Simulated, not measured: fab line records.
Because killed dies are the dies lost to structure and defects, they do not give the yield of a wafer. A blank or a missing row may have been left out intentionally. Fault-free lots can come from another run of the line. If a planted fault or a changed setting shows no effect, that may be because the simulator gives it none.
Chamber matching || flow n5-finfet || rie-diel-02 running N5_BEOL_M9_VIA_ETCH_34: 4 sister chambers
The step etches SiCOH lowk in C4F6/O2, target depth 182.4 nm, time 68.4 s. 8 wafers are shown with their chamber, then 7 later ones without.

## WAFERS PAIRED WITH THEIR CHAMBERS
{"wafer": "L079.2", "chamber": 2, "showerhead-plenum-p-Torr (Torr)": 2.67, "drypump-motor-current-A (A)": 5.6}
{"wafer": "L079.3", "chamber": 3, "showerhead-plenum-p-Torr (Torr)": 3.03, "drypump-motor-current-A (A)": 5.5}
{"wafer": "L084.2", "chamber": 2, "showerhead-plenum-p-Torr (Torr)": 2.67, "drypump-motor-current-A (A)": 5.6}
{"wafer": "L084.4", "chamber": 0, "showerhead-plenum-p-Torr (Torr)": 2.78, "drypump-motor-current-A (A)": 5.3}
{"wafer": "L088.4", "chamber": 3, "showerhead-plenum-p-Torr (Torr)": 3.02, "drypump-motor-current-A (A)": 5.5}
{"wafer": "L088.5", "chamber": 1, "showerhead-plenum-p-Torr (Torr)": 2.84, "drypump-motor-current-A (A)": 6.3}
{"wafer": "L090.3", "chamber": 0, "showerhead-plenum-p-Torr (Torr)": 2.77, "drypump-motor-current-A (A)": 5.3}
{"wafer": "L090.4", "chamber": 1, "showerhead-plenum-p-Torr (Torr)": 2.84, "drypump-motor-current-A (A)": 6.2}

## WAFERS WITHOUT THEIR CHAMBER
{"wafer": "L090.6", "showerhead-plenum-p-Torr (Torr)": 3.01, "drypump-motor-current-A (A)": 5.5}
{"wafer": "L091.1", "showerhead-plenum-p-Torr (Torr)": 2.84, "drypump-motor-current-A (A)": 6.2}
{"wafer": "L091.5", "showerhead-plenum-p-Torr (Torr)": 3.01, "drypump-motor-current-A (A)": 5.5}
{"wafer": "L091.6", "showerhead-plenum-p-Torr (Torr)": 2.77, "drypump-motor-current-A (A)": 5.2}
{"wafer": "L096.1", "showerhead-plenum-p-Torr (Torr)": 2.83, "drypump-motor-current-A (A)": 6.2}
{"wafer": "L096.4", "showerhead-plenum-p-Torr (Torr)": 3.01, "drypump-motor-current-A (A)": 5.5}
{"wafer": "L096.5", "showerhead-plenum-p-Torr (Torr)": 2.83, "drypump-motor-current-A (A)": 6.2}

## THE CHAMBER EACH PASSED THROUGH
{"wafer": "L090.6", "from the rows above": 3, "in truth": 3}
{"wafer": "L091.1", "from the rows above": 1, "in truth": 1}
{"wafer": "L091.5", "from the rows above": 3, "in truth": 3}
{"wafer": "L091.6", "from the rows above": 0, "in truth": 0}
{"wafer": "L096.1", "from the rows above": 1, "in truth": 1}
{"wafer": "L096.4", "from the rows above": 3, "in truth": 3}
{"wafer": "L096.5", "from the rows above": 1, "in truth": 1}
Placed correctly: 7 of 7. From these rows, 0 cannot be placed. Wrongly placed: 0.
How it was worked out, from the rows above alone: a wafer's distance from a chamber is the root of the sum, over the readings, of the square of ((its reading less the chamber's mean) divided by the reading's scatter). The wafer belongs to the nearest chamber; if the next one is less than 2 further off, it can't be placed. A chamber's mean is the mean of its shown wafers. The scatter is the square root of a quotient: the sum, over the shown wafers, of each reading's squared deviation from its chamber's mean, divided by wafers minus chambers.
